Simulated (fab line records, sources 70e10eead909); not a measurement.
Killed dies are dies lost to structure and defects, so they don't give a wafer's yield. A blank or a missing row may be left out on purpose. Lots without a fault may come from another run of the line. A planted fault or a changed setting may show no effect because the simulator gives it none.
Chamber matching | flow nand_harc | NHARC_A_SLIT_DEP_25 on pecvd-04: 3 sister chambers
The step deposits SiO2, target thk 200 nm. 3 wafers are shown with their chamber, then 10 later ones without.

WAFERS WITH THEIR CHAMBER
wafer  | chamber | rf_fwd_power_W (W)
L086.2 | 2       | 894.2
L087.1 | 1       | 897.0
L087.2 | 0       | 895.6

WAFERS WITHOUT THEIR CHAMBER
wafer  | rf_fwd_power_W (W)
L087.3 | 900.6
L089.2 | 899.1
L089.4 | 899.0
L089.5 | 897.4
L090.1 | 894.0
L090.5 | 894.6
L090.6 | 902.7
L096.1 | 893.7
L096.4 | 893.3
L096.5 | 896.1

WHICH CHAMBER EACH WENT THROUGH
wafer  | from the rows above          | in truth
L087.3 | can't be placed: 1 or 0 or 2 | 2
L089.2 | can't be placed: 1 or 0 or 2 | 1
L089.4 | can't be placed: 1 or 0 or 2 | 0
L089.5 | can't be placed: 1 or 0 or 2 | 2
L090.1 | can't be placed: 2 or 0 or 1 | 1
L090.5 | can't be placed: 2 or 0 or 1 | 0
L090.6 | can't be placed: 1 or 0 or 2 | 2
L096.1 | can't be placed: 2 or 0 or 1 | 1
L096.4 | can't be placed: 2 or 0 or 1 | 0
L096.5 | can't be placed: 0 or 1 or 2 | 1
Placed correctly: 0 of 10. Can't be placed from these rows: 10 (the true chamber is among the candidates in 10). Placed wrongly: 0.
How it was worked out, from the rows above alone: a wafer's distance from a chamber is the root of the sum, over the readings, of the square of ((its reading less the chamber's mean) divided by the reading's scatter). The wafer belongs to the nearest chamber; if the next one is less than 2 further off, it can't be placed. A chamber's mean is the mean of its shown wafers. The scatter: with one shown wafer a chamber, the root of the mean of the squares of how far each hidden wafer lies from its nearest shown one.
